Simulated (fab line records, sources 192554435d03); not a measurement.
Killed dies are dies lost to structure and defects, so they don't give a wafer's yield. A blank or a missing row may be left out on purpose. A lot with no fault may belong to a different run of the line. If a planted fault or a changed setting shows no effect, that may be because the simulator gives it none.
Chamber matching -- flow n5Finfet -- N5_BEOL_M1_STRIP_66 on rieDiel-06: 4 sister chambers
The step strips in CF4. 8 wafers are shown with their chamber, then 9 later ones without.

WAFERS, EACH WITH ITS CHAMBER
wafer,chamber,drypumpMotorCurrentA (A),showerheadPlenumPTorr (Torr)
L085.2,2,6.7,1.72
L085.6,2,6.7,1.72
L090.1,3,5.6,1.86
L090.2,1,5.7,1.72
L090.4,0,6.4,1.84
L092.1,1,5.8,1.72
L092.2,3,5.5,1.86
L092.3,0,6.4,1.83

WAFERS WITHOUT THEIR CHAMBER
wafer,drypumpMotorCurrentA (A),showerheadPlenumPTorr (Torr)
L093.1,5.5,1.86
L093.2,6.7,1.72
L093.4,5.8,1.72
L096.2,5.8,1.72
L096.3,6.4,1.83
L096.5,5.6,1.86
L097.2,5.5,1.86
L097.4,6.7,1.72
L097.6,5.6,1.86

CHAMBER TAKEN BY EACH
wafer,from the rows above,in truth
L093.1,3,3
L093.2,2,2
L093.4,1,1
L096.2,1,1
L096.3,0,0
L096.5,3,3
L097.2,3,3
L097.4,2,2
L097.6,3,3
9 of 9 placed correctly. Number that these rows cannot place: 0. Wrongly placed: 0.
How it was worked out, from the rows above alone: a wafer's distance from a chamber is the root of the sum, over the readings, of the square of ((its reading less the chamber's mean) divided by the reading's scatter). If the next closest chamber is less than 2 further off than the closest, the wafer can't be placed; otherwise it belongs to the closest. The mean given for a chamber averages the wafers shown for that chamber. The scatter: the root of (the sum of the squares of (reading less its chamber's mean) over the shown wafers, divided by (wafers less chambers)).
